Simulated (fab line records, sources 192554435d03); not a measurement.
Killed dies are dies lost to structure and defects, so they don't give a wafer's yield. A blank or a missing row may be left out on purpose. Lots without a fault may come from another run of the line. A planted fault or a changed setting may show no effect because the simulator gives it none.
fab line records | flow n5_finfet
record lots=5 wafers=15 last_day=18
route steps=1938 shown BEOL_M1@763 BEOL_M4@1111 PASSIVATION@1936
lots that met no fault: from a run of the same line without faults
start_h: hours from the record's first day to the start of the lot's first wafer shown | wait_h: hours since the lot's step before | " the same as in the row above | L1.1+2: a row that stands for several wafers | - no value, or no start given | * or withheld: withheld | < > ~ a bound
route shown NAME@n: a module of which the file shows steps, and the number in the route of the first | usual: mean/standard deviation of fault-free wafers | same: alike in all rows | chamber/n: place in a boat | sites: the reading at each site | _std_site: their standard deviation | _edge_site: outer sites' mean less inner sites' | radius_mm: how far each site lies from the wafer's centre | mask NAME#n: copy n | behind: the tool/chamber that last shaped the wafer | hold: why the lot was held/for how many hours/how that ended | device: the transistor (n, p or np) that didn't switch | end of line: the same wafers' tests at the end of the route | a step without rows: its recipe alone | killed: dies lost to structure and defects at the first sort, not the wafer's yield | map: a wafer's dies, x killed, . not, _ none there
set.NAME: the setting as run; set.NAME@STEP: as run at that earlier step | model.NAME: the simulator's own value behind a step, which no gauge read
lots at some steps of the route; a table a step, a row a wafer
services: from which hour (start_h, from the record's first day; less than 0 if before it) a tool's chamber was out of use, for how many hours, and why
## steps
# step N5_BEOL_M1_DEVELOP_10
# recipe develop_time_s=30 developer=TMAH resist=CAR-EUV rinse_liquid=surfactant_rinse dry=air_spin dev_temp_c=23
# step N5_BEOL_M1_DESCUM_16
# recipe chemistry=O2 time_s=7 source_power_w=50 bias_power_w=20 pressure_mtorr=20 rf_frequency_hz=2.712e+07 temp_c=40 resist=CAR-EUV o2_flow_sccm=225
# step N5_BEOL_M1_ETCH_74
# recipe chemistry=N2/H2 target=underlayer target_depth_a=65 mask_material=CAR-EUV time_s=5.2 ion_energy_ev=200 pressure_mtorr=30 source_w=840 bias_w=150 n2_flow_sccm=200 h2_flow_sccm=200 ends=cleared
# step N5_BEOL_M1_ETCH_63
# recipe chemistry=CF4 target=SiARC target_depth_a=156 mask_material=CAR-EUV time_s=26 ion_energy_ev=80 pressure_mtorr=40 source_w=545 bias_w=36 Ar_flow_sccm=100 cf4_flow_sccm=100 ends=cleared
# step N5_BEOL_M1_ETCH_64
# recipe chemistry=N2/H2 target=SOC target_depth_a=750 overetch_a=150 mask_material=SiARC temp_c=40 time_s=112.5 ion_energy_ev=200 pressure_mtorr=30 source_w=840 bias_w=150 n2_flow_sccm=200 h2_flow_sccm=200
# step N5_BEOL_M1_STRIP_65
# recipe chemistry=N2/H2 temp_c=40 n2_flow_sccm=200 h2_flow_sccm=200 rf_frequency_hz=6e+07
# step N5_BEOL_M1_STRIP_75
# recipe chemistry=N2/H2 temp_c=40 n2_flow_sccm=200 h2_flow_sccm=200 rf_frequency_hz=6e+07
# step N5_BEOL_M1_STRIP_66
# recipe chemistry=CF4 resist=SiARC power_w=300 bias_power_w=75 pressure_mtorr=50 cf4_flow_sccm=150 rf_frequency_hz=6e+07
# step N5_BEOL_M1_HM_OPEN_17
# recipe chemistry=Cl2/BCl3 target_depth_a=200 overetch_a=60 target=TiN mask_material=SOC ion_energy_ev=150 pressure_mtorr=10 icp_w=1000 bias_w=126 Cl2_flow_sccm=53.25 bcl3_flow_sccm=21.75 Ar_flow_sccm=25
# step N5_BEOL_M1_STRIP_19
# recipe chemistry=O2 power_w=400 temp_c=40 pressure_mtorr=30 rf_frequency_hz=6e+07 bias_power_w=0 overash_fraction=0.2 o2_flow_sccm=225
# usual bias_power_w=0/0 chamber_pressure_mTorr=30.000/0.026 drypump_motor_current_A=5.8/0.47 oes_product_au=0.80/0.088 rf_vpp_V=3.7/0.53 showerhead_plenum_p_Torr=2.05/0.055 throttle_valve_pct=16.71/0.26
# columns lot.wafer tool chamber start_h wait_h bias_power_w chamber_pressure_mTorr drypump_motor_current_A oes_product_au rf_hours_counter_h rf_vpp_V showerhead_plenum_p_Torr throttle_valve_pct model.SOC_of_BEOL_M1_COAT_61.thk_nm
L214.1 rie_diel-06 2 188.12 0.2 - - - - - - - - 52.2
L214.2 " 3 " " - - - - - - - - 52
L214.4 " 0 " " - - - - - - - - 52
L215.2 rie_diel-01 0 194.97 0.1 - - - - - - - - 52
L215.4 " 3 " " - - - - - - - - 52
L215.6 " 1 " " - - - - - - - - 52.2
L216.4 rie_diel-01 1 203.75 0.1 - - - - - - - - 52
L216.5 " 1 " " - - - - - - - - 51.8
L216.6 " 0 " " - - - - - - - - 52.2
L223.3 rie_diel-03 0 237.65 0.1 0 30.024 6.0 0.89 45 3.9 2.16 16.82 0
L223.5 " 3 " " 0 30.008 5.0 0.71 - 2.9 1.98 16.80 0
L223.6 " 2 " " 0 29.989 5.6 0.71 - 3.4 2.08 17.13 0
L226.1 rie_diel-01 3 256.82 0.2 0 29.974 6.7 0.71 180 4.3 2.10 16.75 0
L226.2 " 0 " " 0 30.014 6.1 0.87 41 3.1 2.07 16.69 0
L226.4 " 2 " " 0 29.985 6.0 0.88 35 4.2 2.06 16.71 0
# step N5_BEOL_M1_COAT_67
# recipe resist=SOC temp_c=250 time_s=60 spin_rpm=1500 resist_thk_nm=60
# step N5_BEOL_M1_COAT_68
# recipe resist=SiARC temp_c=220 time_s=60 spin_rpm=1500 resist_thk_nm=12
# step N5_BEOL_M1_COAT_76
# recipe resist=underlayer temp_c=205 time_s=60 spin_rpm=1500 resist_thk_nm=5
# step N5_BEOL_M1_COAT_22
# recipe resist=CAR-EUV spin_rpm=1500 resist_thk_nm=30
# step N5_BEOL_M1_EBR_24
# recipe solvent=PGMEA ebr_width_mm=1.5
# step N5_BEOL_M1_SOFTBAKE_23
# recipe temp_c=110 time_s=60 resist=CAR-EUV
# step N5_BEOL_M1_EXPOSE_25
# recipe mask_id=V0 na=0.33 source_shape=quasar sigma_inner=0.2 sigma_outer=0.8 polarization=unpolarized defocus_nm=5 target_cd_nm=24 dose_mj=63
# step N5_BEOL_M1_PEB_26
# recipe peb_temp_c=100 peb_time_s=60 resist=CAR-EUV
# step N5_BEOL_M1_DEVELOP_27
# recipe develop_time_s=30 developer=TMAH resist=CAR-EUV rinse_liquid=surfactant_rinse dry=air_spin dev_temp_c=23
# step N5_BEOL_M1_DESCUM_33
# recipe chemistry=O2 time_s=7 source_power_w=50 bias_power_w=20 pressure_mtorr=20 rf_frequency_hz=2.712e+07 temp_c=40 resist=CAR-EUV o2_flow_sccm=225
# step N5_BEOL_M1_ETCH_77
# recipe chemistry=N2/H2 target=underlayer target_depth_a=65 mask_material=CAR-EUV time_s=5.2 ion_energy_ev=200 pressure_mtorr=30 source_w=840 bias_w=150 n2_flow_sccm=200 h2_flow_sccm=200 ends=cleared
# step N5_BEOL_M1_ETCH_69
# recipe chemistry=CF4 target=SiARC target_depth_a=156 mask_material=CAR-EUV time_s=26 ion_energy_ev=80 pressure_mtorr=40 source_w=545 bias_w=36 Ar_flow_sccm=100 cf4_flow_sccm=100 ends=cleared
# step N5_BEOL_M1_ALD_98
# recipe material=SiO2 target_thk_a=25 temp_c=100 ald_precursor_family=BDEAS ald_co_reactant=O2-plasma pulse_time_s=1 co_reactant_pulse_time_s=1 purge_time_s=2 co_reactant_purge_time_s=2 ald_cycles=17 pressure_torr=2
# step N5_BEOL_M1_ETCHBACK_99
# recipe chemistry=CHF3 target=SiO2 target_depth_a=50 time_s=10.4 source_w=215 bias_w=47 Ar_flow_sccm=200 CHF3_flow_sccm=12 ion_energy_ev=100 pressure_mtorr=30
# step N5_BEOL_M1_ETCH_70
# recipe chemistry=N2/H2 target=SOC target_depth_a=800 overetch_a=160 mask_material=SiARC temp_c=40 time_s=120 ion_energy_ev=200 pressure_mtorr=30 source_w=840 bias_w=150 n2_flow_sccm=200 h2_flow_sccm=200
# usual drypump_motor_current_A=5.8/0.48 oes_product_au=0.61/0.064 rf_vpp_V=522.5/1.6 showerhead_plenum_p_Torr=2.49/0.05 throttle_valve_pct=17.87/0.25
# columns lot.wafer tool chamber start_h wait_h drypump_motor_current_A oes_product_au rf_hours_counter_h rf_vpp_V showerhead_plenum_p_Torr throttle_valve_pct model.etch.depth_nm
L214.1 rie_diel-01 2 189.23 0.0 6.0 0.95 11 520.6 2.50 17.98 100.2
L214.2 " 1 " " 5.8 0.87 67 521.8 2.46 17.52 97.52
L214.4 " 3 " " 6.7 0.76 157 524.6 2.55 17.89 99.22
L215.2 rie_diel-01 1 198.33 0.0 5.8 0.87 70 521.6 2.45 17.49 98.49
L215.4 " 3 " " 6.7 0.75 160 524.7 2.54 17.88 99.77
L215.6 " 2 " " 6.1 0.93 - 522.2 2.50 18.00 99.16
L216.4 rie_diel-06 3 204.55 0.0 5.0 0.73 178 521.3 2.42 17.94 95.18
L216.5 " 0 " " 6.2 0.84 - 520.4 2.48 17.58 93.13
L216.6 " 1 " " 5.3 0.71 - 521.9 2.42 17.92 92.47
L223.3 rie_diel-01 0 238.91 0.0 6.1 0.68 35 521.1 2.48 17.62 60.14
L223.5 " 0 " " 6.1 0.67 - 522.7 2.48 17.61 60.41
L223.6 " 1 " " 5.8 0.65 - 522.5 2.45 17.50 60.12
L226.1 rie_diel-06 3 263.84 0.0 5.0 0.56 200 521.3 2.41 17.96 60.14
L226.2 " 1 " " 5.3 0.54 232 519.6 2.41 17.94 60.05
L226.4 " 0 " " 6.2 0.63 77 523.8 2.47 17.59 59.97
# step N5_BEOL_M1_STRIP_71
# recipe chemistry=N2/H2 temp_c=40 n2_flow_sccm=200 h2_flow_sccm=200 rf_frequency_hz=6e+07
# step N5_BEOL_M1_STRIP_78
# recipe chemistry=N2/H2 temp_c=40 n2_flow_sccm=200 h2_flow_sccm=200 rf_frequency_hz=6e+07
# step N5_BEOL_M1_VIA_ETCH_34
# recipe chemistry=C4F6/O2 target_depth_a=678 mask_material=SOC pressure_mtorr=15 ion_energy_ev=250 taper_deg=4 time_s=64.4 source_w=350 bias_w=170 Ar_flow_sccm=300 C4F6_flow_sccm=10 O2_flow_sccm=10
# step N5_BEOL_M1_STRIP_83
# recipe chemistry=C4F6/O2 resist=SiARC rf_frequency_hz=6e+07
# step N5_BEOL_M1_STRIP_36
# recipe chemistry=N2/H2 power_w=450 temp_c=40 pressure_mtorr=20 rf_frequency_hz=6e+07 overash_fraction=0.3 bias_power_w=7 h2_frac=0.5 n2_flow_sccm=200 h2_flow_sccm=200
# step N5_BEOL_M1_TRENCH_ETCH_37
# recipe chemistry=C4F6/O2 target_depth_a=552.07 target=SiOC time_s=29 ion_energy_ev=250 pressure_mtorr=30 source_w=355 bias_w=185 Ar_flow_sccm=300 C4F6_flow_sccm=10 O2_flow_sccm=10
# step N5_BEOL_M1_ETCH_41
# recipe chemistry=CH3F/O2 target=SiCN target_depth_a=319 taper_deg=2 time_s=57.8 ion_energy_ev=120 mask_material=TiN pressure_mtorr=30 source_w=395 bias_w=75 Ar_flow_sccm=150 CH3F_flow_sccm=30 O2_flow_sccm=20
# usual drypump_motor_current_A=5.8/0.48 oes_product_au=0.80/0.086 rf_vpp_V=296.6/1.1 showerhead_plenum_p_Torr=1.96/0.036 throttle_valve_pct=16.36/0.23
# columns lot.wafer tool chamber start_h wait_h drypump_motor_current_A oes_product_au rf_hours_counter_h rf_vpp_V showerhead_plenum_p_Torr throttle_valve_pct model.SOC_of_BEOL_M1_COAT_61.thk_nm
L214.1 rie_diel-01 2 - - 6.0 0.93 11 297.0 1.96 16.28 33.6
L214.2 " 1 " " 5.9 0.85 67 295.6 1.94 16.11 33.8
L214.4 " 3 " " 6.7 0.75 157 297.1 2.00 16.31 33.6
L215.2 rie_diel-01 1 - - 5.9 0.86 70 295.8 1.94 16.13 33.6
L215.4 " 3 " " 6.7 0.75 160 299.2 2.00 16.32 33.4
L215.6 " 2 " " 6.0 0.93 - 295.3 1.96 16.28 33.4
L216.4 rie_diel-06 3 - - 5.0 0.67 178 296.2 1.91 16.43 33.8
L216.5 " 0 " " 6.2 0.68 - 297.0 1.96 16.07 34
L216.6 " 1 " " 5.3 0.51 - 294.8 1.91 16.27 34.4
L223.3 rie_diel-01 0 - - 6.1 0.89 35 295.6 1.95 16.20 0
L223.5 " 0 " " 6.1 0.87 - 295.8 1.95 16.19 0
L223.6 " 1 " " 5.9 0.85 - 295.8 1.94 16.13 0
L226.1 rie_diel-06 3 - - 5.0 0.73 200 296.0 1.90 16.48 0
L226.2 " 1 " " 5.3 0.70 232 295.5 1.91 16.33 0
L226.4 " 0 " " 6.2 0.83 77 294.8 1.95 16.14 0
# step N5_BEOL_M1_STRIP_97
# recipe chemistry=N2/H2 time_s=10 power_w=450 temp_c=40 pressure_mtorr=20 rf_frequency_hz=6e+07 bias_power_w=7 n2_flow_sccm=200 h2_flow_sccm=200
# step N5_BEOL_M1_HM_STRIP_39
# recipe chemistry=peroxide_tin_strip material=TiN target_depth_a=250 temp_c=50 time_s=158
# step N5_BEOL_M4_RC_MEAS_101
# usual DIBL_N=35.8/1.8 DIBL_P=35.9/2.2 IOFF_N=0.16/0.035 IOFF_P=0.21/0.04 ION_N=672/11 ION_P=461/7.4 SS_N=71.4/0.64 SS_P=73.2/0.67 VT_N=250/3.5 VT_P=-251/3.4
# columns lot.wafer tool chamber start_h wait_h DIBL_N[mV/V] DIBL_P[mV/V] IOFF_N[nA/um] IOFF_P[nA/um] ION_N[uA/um] ION_P[uA/um] SS_N[mV/dec] SS_P[mV/dec] VT_N[mV] VT_P[mV]
L223.3 prober-01 0 285.21 0.3 39.3 38.7 0.25 0.29 697 464 72.4 73.8 243 -244
L223.5 " 0 " " 35.6 35.2 0.15 0.20 659 456 71.4 72.9 252 -248
L223.6 " 0 " " 35.6 35.3 0.15 0.21 674 461 71.3 73.5 248 -249
L226.1 prober-02 0 308.84 0.0 37.2 35.6 0.16 0.21 680 468 71.4 72.7 250 -251
L226.2 " 0 " " 34.5 31.9 0.12 0.17 660 462 71.7 72.6 254 -253
L226.4 " 0 " " 35.4 33.2 0.13 0.18 665 455 71.1 73.0 253 -253
# step N5_PASSIVATION_PROBE_49
# usual defect_limited_yield=91.0/1.5 killed_at_M0_to_M3=34/9.1 killed_at_M4_up=14/5.7 killed_at_contacts=13/5.7 killed_at_front_end=42/12 killed_at_other=4/3.4 killed_dies=106/17 killed_on_rim=14/4.3 killed_open=70/13 killed_short=34/7.5 sort_bin_5_function=5.2/0.94 sort_bin_6_memory=3.4/0.69 sort_n_pass=1074/17 sort_yield_pct=91.0/1.5
# same gross_dies=1180 killed_at_back_side=0 sort_bin_4_leakage[%]=0 sort_bin_8_speed[%]=0
# columns lot.wafer tool chamber start_h wait_h defect_limited_yield[%] killed_at_M0_to_M3 killed_at_M4_up killed_at_contacts killed_at_front_end killed_at_other killed_dies killed_on_rim killed_open killed_short sort_bin_5_function[%] sort_bin_6_memory[%] sort_n_pass sort_yield_pct[%]
L214.1 prober-02 - 333.54 0.0 0 1132 15 8 19 6 1180 152 54 30 96.3 3.3 0 0
L214.2 prober-02 - 333.59 0.1 0 1113 16 20 23 8 1180 152 69 43 95.5 4.1 0 0
L214.4 prober-02 - 333.69 0.2 0 1122 16 10 28 4 1180 152 64 24 96.3 3.6 0 0
L215.2 prober-01 - 333.86 0.1 0 1124 7 12 31 6 1180 152 48 30 96.4 3.3 0 0
L215.4 prober-01 - 333.96 0.2 0 1117 10 17 34 2 1180 152 59 32 95.6 3.8 0 0
L215.6 prober-01 - 334.06 0.3 0 1109 6 19 35 11 1180 152 61 39 95.5 4.1 0 0
L216.4 prober-01 - 351.71 0.2 0 1100 16 16 47 1 1180 152 77 34 95.4 4.3 0 0
L216.5 prober-01 - 351.76 0.2 0 1116 15 10 38 1 1180 152 56 26 96.5 3.2 0 0
L216.6 prober-01 - 351.81 0.3 0 1115 15 11 37 2 1180 152 69 26 96.2 3.7 0 0
# killed by level:class
L214.1 BEOL_M1:area_etch=1045 BEOL_M1:plasma_strip_residue=28 BEOL_M1:area_ald=22 BEOL_M4:geometric_particle:open=8 BEOL_M1:geometric_particle:open=8 BEOL_M3:geometric_particle:open=8 MOL_CONTACT_COAG:geometric_particle:open=6 BEOL_M0_SAQP:geometric_particle:short=6
L214.2 BEOL_M1:area_etch=1042 BEOL_M1:plasma_strip_residue=24 MOL_CONTACT_COAG:geometric_particle:open=15 BEOL_M0_SAQP:geometric_particle:short=8 BEOL_M0_SAQP:geometric_particle:open=8 BEOL_M4:geometric_particle:open=8 BEOL_M1:geometric_particle:open=6 MOL_CONTACT_COAG:geometric_particle:short=5
L214.4 BEOL_M1:area_etch=1066 BEOL_M1:plasma_strip_residue=20 MOL_CONTACT_COAG:geometric_particle:open=9 DUMMY_GATE:geometric_particle:open=8 BEOL_M0_SAQP:geometric_particle:open=6 BEOL_M4:geometric_particle:open=6 FIN_SAQP:geometric_particle:short=5 BEOL_M0_SAQP:geometric_particle:short=5
L215.2 BEOL_M1:area_etch=1072 BEOL_M1:plasma_strip_residue=25 FIN_SAQP:geometric_particle:open=10 FIN_SAQP:geometric_particle:short=10 MOL_CONTACT_COAG:geometric_particle:open=10 BEOL_M1:geometric_particle:open=8 BEOL_M0_SAQP:geometric_particle:short=6 BEOL_M0_SAQP:geometric_particle:open=5
L215.4 BEOL_M1:area_etch=1065 BEOL_M1:plasma_strip_residue=19 MOL_CONTACT_COAG:geometric_particle:open=14 FIN_SAQP:geometric_particle:open=10 BEOL_M0_SAQP:geometric_particle:short=9 BEOL_M0_SAQP:geometric_particle:open=8 FIN_SAQP:geometric_particle:short=4 BEOL_M3:geometric_particle:open=4
L215.6 BEOL_M1:area_etch=1064 MOL_CONTACT_COAG:geometric_particle:open=14 BEOL_M1:plasma_strip_residue=14 BEOL_M0_SAQP:geometric_particle:open=13 FIN_SAQP:geometric_particle:open=10 BEOL_M0_SAQP:geometric_particle:short=10 FIN_SAQP:geometric_particle:short=8 MOL_CONTACT_COAG:geometric_particle:short=5
L216.4 BEOL_M1:area_etch=1053 BEOL_M1:plasma_strip_residue=15 MOL_CONTACT_COAG:geometric_particle:open=14 BEOL_M0_SAQP:geometric_particle:open=12 STI_FIN_REVEAL:geometric_particle:open=11 FIN_SAQP:geometric_particle:open=7 BEOL_M0_SAQP:geometric_particle:short=7 FIN_SAQP:geometric_particle:short=6
L216.5 BEOL_M1:area_etch=1073 BEOL_M1:plasma_strip_residue=24 STI_FIN_REVEAL:geometric_particle:open=9 GATE_CUT:geometric_particle:short=9 MOL_CONTACT_COAG:geometric_particle:open=9 BEOL_M3:geometric_particle:open=7 BEOL_M4:geometric_particle:open=6 BEOL_M2:geometric_particle:open=5
L216.6 BEOL_M1:area_etch=1067 BEOL_M1:plasma_strip_residue=17 MOL_CONTACT_COAG:geometric_particle:open=9 STI_FIN_REVEAL:geometric_particle:open=8 GATE_CUT:geometric_particle:short=7 BEOL_M0_SAQP:geometric_particle:short=7 BEOL_M0_SAQP:geometric_particle:open=7 GATE_CUT:geometric_particle:open=6
# map L214.1 (x killed, . not)
_________________xxxxxxxxxxxx________________
______________xxxxxxxxxxxxxxxxxx_____________
___________xxxxxxxxxxxxxxxxxxxxxxxx__________
__________xxxxxxxxxxxxxxxxxxxxxxxxxx_________
________xxxxxxxxxxxxxxxxxxxxxxxxxxxxxx_______
_______xxxxxxxxxxxxxxxxxxxxxxxxxxxxxxxx______
______xxxxxxxxxxxxxxxxxxxxxxxxxxxxxxxxxx_____
_____xxxxxxxxxxxxxxxxxxxxxxxxxxxxxxxxxxxx____
____xxxxxxxxxxxxxxxxxxxxxxxxxxxxxxxxxxxxxx___
___xxxxxxxxxxxxxxxxxxxxxxxxxxxxxxxxxxxxxxxx__
___xxxxxxxxxxxxxxxxxxxxxxxxxxxxxxxxxxxxxxxx__
__xxxxxxxxxxxxxxxxxxxxxxxxxxxxxxxxxxxxxxxxxx_
__xxxxxxxxxxxxxxxxxxxxxxxxxxxxxxxxxxxxxxxxxx_
_xxxxxxxxxxxxxxxxxxxxxxxxxxxxxxxxxxxxxxxxxxxx
_xxxxxxxxxxxxxxxxxxxxxxxxxxxxxxxxxxxxxxxxxxxx
_xxxxxxxxxxxxxxxxxxxxxxxxxxxxxxxxxxxxxxxxxxxx
_xxxxxxxxxxxxxxxxxxxxxxxxxxxxxxxxxxxxxxxxxxxx
_xxxxxxxxxxxxxxxxxxxxxxxxxxxxxxxxxxxxxxxxxxxx
_xxxxxxxxxxxxxxxxxxxxxxxxxxxxxxxxxxxxxxxxxxxx
_xxxxxxxxxxxxxxxxxxxxxxxxxxxxxxxxxxxxxxxxxxxx
_xxxxxxxxxxxxxxxxxxxxxxxxxxxxxxxxxxxxxxxxxxxx
__xxxxxxxxxxxxxxxxxxxxxxxxxxxxxxxxxxxxxxxxxx_
__xxxxxxxxxxxxxxxxxxxxxxxxxxxxxxxxxxxxxxxxxx_
___xxxxxxxxxxxxxxxxxxxxxxxxxxxxxxxxxxxxxxxx__
___xxxxxxxxxxxxxxxxxxxxxxxxxxxxxxxxxxxxxxxx__
____xxxxxxxxxxxxxxxxxxxxxxxxxxxxxxxxxxxxxx___
_____xxxxxxxxxxxxxxxxxxxxxxxxxxxxxxxxxxxx____
______xxxxxxxxxxxxxxxxxxxxxxxxxxxxxxxxxx_____
_______xxxxxxxxxxxxxxxxxxxxxxxxxxxxxxxx______
________xxxxxxxxxxxxxxxxxxxxxxxxxxxxxx_______
__________xxxxxxxxxxxxxxxxxxxxxxxxxx_________
___________xxxxxxxxxxxxxxxxxxxxxxxx__________
______________xxxxxxxxxxxxxxxxxx_____________
_________________xxxxxxxxxxxx________________
# map L215.2 (x killed, . not)
_________________xxxxxxxxxxxx________________
______________xxxxxxxxxxxxxxxxxx_____________
___________xxxxxxxxxxxxxxxxxxxxxxxx__________
__________xxxxxxxxxxxxxxxxxxxxxxxxxx_________
________xxxxxxxxxxxxxxxxxxxxxxxxxxxxxx_______
_______xxxxxxxxxxxxxxxxxxxxxxxxxxxxxxxx______
______xxxxxxxxxxxxxxxxxxxxxxxxxxxxxxxxxx_____
_____xxxxxxxxxxxxxxxxxxxxxxxxxxxxxxxxxxxx____
____xxxxxxxxxxxxxxxxxxxxxxxxxxxxxxxxxxxxxx___
___xxxxxxxxxxxxxxxxxxxxxxxxxxxxxxxxxxxxxxxx__
___xxxxxxxxxxxxxxxxxxxxxxxxxxxxxxxxxxxxxxxx__
__xxxxxxxxxxxxxxxxxxxxxxxxxxxxxxxxxxxxxxxxxx_
__xxxxxxxxxxxxxxxxxxxxxxxxxxxxxxxxxxxxxxxxxx_
_xxxxxxxxxxxxxxxxxxxxxxxxxxxxxxxxxxxxxxxxxxxx
_xxxxxxxxxxxxxxxxxxxxxxxxxxxxxxxxxxxxxxxxxxxx
_xxxxxxxxxxxxxxxxxxxxxxxxxxxxxxxxxxxxxxxxxxxx
_xxxxxxxxxxxxxxxxxxxxxxxxxxxxxxxxxxxxxxxxxxxx
_xxxxxxxxxxxxxxxxxxxxxxxxxxxxxxxxxxxxxxxxxxxx
_xxxxxxxxxxxxxxxxxxxxxxxxxxxxxxxxxxxxxxxxxxxx
_xxxxxxxxxxxxxxxxxxxxxxxxxxxxxxxxxxxxxxxxxxxx
_xxxxxxxxxxxxxxxxxxxxxxxxxxxxxxxxxxxxxxxxxxxx
__xxxxxxxxxxxxxxxxxxxxxxxxxxxxxxxxxxxxxxxxxx_
__xxxxxxxxxxxxxxxxxxxxxxxxxxxxxxxxxxxxxxxxxx_
___xxxxxxxxxxxxxxxxxxxxxxxxxxxxxxxxxxxxxxxx__
___xxxxxxxxxxxxxxxxxxxxxxxxxxxxxxxxxxxxxxxx__
____xxxxxxxxxxxxxxxxxxxxxxxxxxxxxxxxxxxxxx___
_____xxxxxxxxxxxxxxxxxxxxxxxxxxxxxxxxxxxx____
______xxxxxxxxxxxxxxxxxxxxxxxxxxxxxxxxxx_____
_______xxxxxxxxxxxxxxxxxxxxxxxxxxxxxxxx______
________xxxxxxxxxxxxxxxxxxxxxxxxxxxxxx_______
__________xxxxxxxxxxxxxxxxxxxxxxxxxx_________
___________xxxxxxxxxxxxxxxxxxxxxxxx__________
______________xxxxxxxxxxxxxxxxxx_____________
_________________xxxxxxxxxxxx________________
## services
# columns tool chamber start_h hours kind
rie_diel-03 3 167.69 6.6 repair
rie_diel-06 - 193.26 2.8 pm
rie_diel-06 1 217.57 10.0 repair
rie_diel-03 3 222.21 10.9 repair
rie_diel-03 1 238.81 - clean
rie_diel-03 1 238.81 - consumable_replace:focus_ring
rie_diel-03 1 238.81 25.4 scheduled_down
rie_diel-03 1 238.81 25.4 vent_cycle
rie_diel-03 - 252.59 14.6 pm
## key
first_sign step=N5_BEOL_M1_STRIP_19 reading=tool_record direction=missing
effect step=N5_BEOL_M1_ETCH_70 reading=oes_product_au direction=up sigmas=3.3 usual=0.61 struck=0.82
effect step=N5_PASSIVATION_PROBE_49 reading=killed_at_M0_to_M3 direction=up sigmas=99+ usual=34 struck=1116
model_effect step=N5_BEOL_M1_STRIP_19 value=SOC_of_BEOL_M1_COAT_61.thk_nm without=0 struck=52.04
model_effect step=N5_BEOL_M1_ETCH_70 value=etch.depth_nm without=60.04 struck=97.24
model_effect step=N5_BEOL_M1_ETCH_41 value=SOC_of_BEOL_M1_COAT_61.thk_nm without=0 struck=33.73
more_kills_born_at N5_BEOL_M1_ETCH_70@rie_diel-01=6354 N5_BEOL_M1_ETCH_70@rie_diel-06=3193
met_at N5_BEOL_M1_STRIP_19
struck_wafers L214.1,L214.2,L214.4,L215.2,L215.4,L215.6,L216.4,L216.5,L216.6
later_rows_left_out L214.1,L214.2,L214.4,L215.2,L215.4,L215.6,L216.4,L216.5,L216.6
fault kind=skipped_step_whole tool=rie_diel-01,rie_diel-06 chamber=- onset_h=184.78 steps=N5_BEOL_M1_STRIP_19 scope=struck_lots_only
# later_rows_left_out: the simulator's readings of these wafers behind a module that went badly wrong aren't trusted and aren't shown, but for the sort
